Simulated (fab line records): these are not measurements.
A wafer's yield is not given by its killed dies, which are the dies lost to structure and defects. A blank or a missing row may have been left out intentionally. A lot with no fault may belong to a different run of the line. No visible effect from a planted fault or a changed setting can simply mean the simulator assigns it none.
The tool behind it: which one? + flow nand-harc + 7 lots with 19 wafers sampled at 5 steps, on a route of 1159 steps

WHAT THE GAUGES SHOWED, per wafer
NHARC_END_SORT_01.
| lot  | measured     | on        | killed-at-array |
|------|--------------|-----------|-----------------|
| L389 | day 22 15:20 | prober-02 | 30 673          |
| L392 | day 23 07:17 | prober-01 | 25 666          |

WHAT TOOL EACH LOT RAN ON (gives the tool, then ch and the chambers of the sampled wafers, and finally the start)
| lot  | NHARC_A_CHANNEL_FILL_D1_ALD_14   | NHARC_A_CHANNEL_FILL_D1_ALD_15                 | NHARC_A_CHANNEL_FILL_D1_ETCHBACK_20 | NHARC_A_CHANNEL_FILL_D1_ALD_25   |
|------|----------------------------------|------------------------------------------------|-------------------------------------|----------------------------------|
| L375 | ald-hk-03 ch 0,1, day 8 20:00    | ald-sin-batch-01 ch 0, day 9 16:31 or earlier  | rie-diel-01 ch 1,2,3, day 9 16:31   | ald-hk-02 ch 0,3, day 10 07:25   |
| L378 | ald-hk-02 ch 1,3, day 9 14:39    | ald-sin-batch-03 ch 0, day 10 08:18 or earlier | rie-diel-01 ch 2,3, day 10 08:18    | ald-hk-02 ch 0,1,3, day 10 20:47 |
| L380 | ald-hk-04 ch 0,1, day 10 08:08   | ald-sin-batch-02 ch 0, day 11 03:37 or earlier | rie-diel-01 ch 0,3, day 11 03:37    | ald-hk-02 ch 0,2,3, day 11 15:41 |
| L384 | ald-hk-02 ch 1,3, day 11 03:38   | ald-sin-batch-03 ch 0, day 11 21:28 or earlier | rie-diel-03 ch 0,1, day 11 21:28    | ald-hk-02 ch 0,2, day 12 10:06   |
| L389 | ald-hk-02 ch 3, day 12 09:16     | ald-sin-batch-02 ch 0, day 13 02:56 or earlier | rie-diel-01 ch 2, day 13 02:56      | ald-hk-03 ch 2,3, day 13 16:28   |
| L392 | ald-hk-03 ch 3, day 13 06:53     | ald-sin-batch-03 ch 0, day 14 00:12 or earlier | rie-diel-01 ch 0,3, day 14 00:12    | ald-hk-02 ch 1,3, day 14 14:26   |
| L397 | ald-hk-04 ch 0,1,3, day 14 03:20 | ald-sin-batch-02 ch 0, day 14 20:23 or earlier | rie-diel-03 ch 1,3, day 14 20:23    | ald-hk-04 ch 1,2, day 15 08:52   |
- NHARC_A_CHANNEL_FILL_D1_ALD_14: deposits SiO2, target thk 2.5 nm, pulse time 10 s, ald cycles 25.
- NHARC_A_CHANNEL_FILL_D1_ALD_15: deposits SiNx, target thk 2 nm, pulse time 60 s, ald cycles 19.
- NHARC_A_CHANNEL_FILL_D1_ETCHBACK_20: etches the open film in C4F8/O2/Ar, target depth 27 nm, time 13.5 s.
- NHARC_A_CHANNEL_FILL_D1_ALD_25: deposits SiOx, target thk 60 nm, pulse time 10 s, ald cycles 600.

THE ANSWER, worked out from the rows above alone
Rule: the usual values come from the lots themselves. Put in order of their means at a reading, lots are off if they are a third of the lots or fewer, leave a main group of 4 or more, and stand apart from it by a gap of 3 or more times the standard deviation of the main group's means; of several such gaps the widest counts. A main group whose means are all the same, to the digits that the tables above print for the reading, isn't used. A lot without any number at a reading at which 4 lots or more have one is off too. Where the step has rows for the other lots, those lots are counted as sound.
No lot is off at any reading shown: from this, nothing can be told.

WHAT THE SIMULATOR PUT IN
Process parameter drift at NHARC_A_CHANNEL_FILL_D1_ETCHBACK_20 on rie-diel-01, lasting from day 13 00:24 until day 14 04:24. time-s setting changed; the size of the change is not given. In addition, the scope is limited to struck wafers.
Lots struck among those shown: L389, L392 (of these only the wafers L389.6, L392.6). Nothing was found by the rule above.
